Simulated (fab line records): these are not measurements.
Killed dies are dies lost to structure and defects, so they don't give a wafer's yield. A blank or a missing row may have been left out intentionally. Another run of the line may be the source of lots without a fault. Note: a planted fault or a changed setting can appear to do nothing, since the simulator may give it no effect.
3 desks, one fault | flow n5 finfet | only its own numbers are on each desk; what lay behind them is given at the end

TOOL OWNER'S DESK, pvd sputter-02
At N5_MIM_BOT_SPUTTER_00 (material TiN, target thk 35 nm, time 89.7 s) the tool's own readings: per lot run on this tool, the mean of the sampled wafers that have a number. If a lot's mean is further than 4 standard deviations from the usual mean, the lot is out of limits and carries the mark OUT (the distance appears in the brackets).
Columns: A = throttle valve pct at N5_MIM_BOT_SPUTTER_00, usual 29.8 %
lot  | first seen here | A
L534 | day 15 08:10    | 30.2
L536 | day 15 19:25    | 30.4
L535 | day 15 19:41    | 30.6
L539 | day 16 12:23    | 30.7
This desk's finding: nothing out of limits on any of the 4 lots.

METROLOGY DESK
What the gauges read for every lot (on any tool): the sampled wafers with a number, averaged. If a lot's mean is further than 4 standard deviations from the usual mean, the lot is out of limits and carries the mark OUT (the distance appears in the brackets). 7 of its 26 readings are shown, namely those furthest out on some lot.
Columns: A = COMB_M10 at N5_BEOL_M15_RC_MEAS_101, usual 1.5e-11 S/m; B = COMB_M12_max_site at N5_BEOL_M15_RC_MEAS_101, usual 9.1e-12 S/m; C = COMB_M13 at N5_BEOL_M15_RC_MEAS_101, usual 5e-12 S/m; D = COMB_M8 at N5_BEOL_M15_RC_MEAS_101, usual 2.5e-11 S/m; E = SERP_M12 at N5_BEOL_M15_RC_MEAS_101, usual 0.644 ohm/um; F = SERP_M12_max_site at N5_BEOL_M15_RC_MEAS_101, usual 0.657 ohm/um; G = SERP_M14 at N5_BEOL_M15_RC_MEAS_101, usual 0.160 ohm/um
lot  | first seen here | A       | B       | C     | D       | E     | F     | G
L525 | day 12 12:37    | 2.1e-11 | 1.1e-11 | 7e-12 | 2.8e-11 | 0.677 | 0.690 | 0.161
L534 | day 15 05:22    | 1.9e-11 | 9.3e-12 | 5e-12 | 2.8e-11 | 0.629 | 0.638 | 0.161
L536 | day 15 17:25    | 1.3e-11 | 9.5e-12 | 4e-12 | 2.6e-11 | 0.641 | 0.653 | 0.149
L535 | day 15 17:36    | 1.6e-11 | 8.7e-12 | 4e-12 | 2.2e-11 | 0.665 | 0.684 | 0.160
L539 | day 16 10:50    | 1.1e-11 | 1.2e-11 | 6e-12 | 2.4e-11 | 0.651 | 0.669 | 0.153
L540 | day 16 12:56    | 1.4e-11 | 7.6e-12 | 4e-12 | 2.2e-11 | 0.639 | 0.655 | 0.161
L544 | day 17 22:48    | 1.4e-11 | 7.7e-12 | 5e-12 | 3.4e-11 | 0.619 | 0.637 | 0.163
This desk's finding: nothing out of limits on any of the 7 lots.

THE DEFECT DESK
Counts from the inspections along the route, per lot, as means over the sampled wafers that have a number. If a lot's mean is further than 4 standard deviations from the usual mean, the lot is out of limits and carries the mark OUT (the distance appears in the brackets).
Columns: A = raw defect count at N5_BEOL_M15_INSPECT_55, usual 68
lot  | first seen here | A
L525 | day 12 12:46    | 71
L534 | day 15 05:31    | 60
L536 | day 15 17:34    | 50
L535 | day 15 17:45    | 80
L539 | day 16 10:59    | 57
L540 | day 16 13:05    | 61
L544 | day 17 22:59    | 64
This desk's finding: nothing out of limits on any of the 7 lots.

BROUGHT TOGETHER
Nothing out of limits was seen by the tool owner's desk.
Metrology desk: nothing out of limits seen.
The defect desk saw nothing out of limits.

WHAT HAD BEEN PUT IN BY THE SIMULATOR
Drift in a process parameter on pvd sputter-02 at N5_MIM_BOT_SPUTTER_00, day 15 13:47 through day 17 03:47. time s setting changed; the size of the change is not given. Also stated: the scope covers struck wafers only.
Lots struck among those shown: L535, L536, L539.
